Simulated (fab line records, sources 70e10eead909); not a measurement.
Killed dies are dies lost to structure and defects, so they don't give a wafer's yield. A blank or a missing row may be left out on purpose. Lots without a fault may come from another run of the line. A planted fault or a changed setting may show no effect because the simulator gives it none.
Chamber matching | flow nand_harc | NHARC_P_M2_PRE_CLEAN_32 on pecvd-01: 3 sister chambers
The step time 12 s. 6 wafers are shown with their chamber, then 10 later ones without.

WAFERS WITH THEIR CHAMBER
wafer  | chamber | heater_power_w (W)
L086.2 | 2       | 494
L086.3 | 0       | 593
L091.1 | 0       | 612
L091.5 | 1       | 659
L095.1 | 1       | 665
L095.2 | 2       | 530

WAFERS WITHOUT THEIR CHAMBER
wafer  | heater_power_w (W)
L095.5 | 639
L094.1 | 650
L094.4 | 639
L094.6 | 495
L096.1 | 494
L096.3 | 625
L096.6 | 624
L097.1 | 550
L097.2 | 607
L097.4 | 610

WHICH CHAMBER EACH WENT THROUGH
wafer  | from the rows above     | in truth
L095.5 | can't be placed: 1 or 0 | 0
L094.1 | 1                       | 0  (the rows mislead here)
L094.4 | can't be placed: 1 or 0 | 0
L094.6 | 2                       | 2
L096.1 | 2                       | 2
L096.3 | can't be placed: 0 or 1 | 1
L096.6 | can't be placed: 0 or 1 | 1
L097.1 | can't be placed: 2 or 0 | 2
L097.2 | 0                       | 0
L097.4 | 0                       | 0
Placed correctly: 4 of 10. Can't be placed from these rows: 5 (the true chamber is among the candidates in 5). Placed wrongly: 1.
How it was worked out, from the rows above alone: a wafer's distance from a chamber is the root of the sum, over the readings, of the square of ((its reading less the chamber's mean) divided by the reading's scatter). The wafer belongs to the nearest chamber; if the next one is less than 2 further off, it can't be placed. A chamber's mean is the mean of its shown wafers. The scatter: the root of (the sum of the squares of (reading less its chamber's mean) over the shown wafers, divided by (wafers less chambers)).
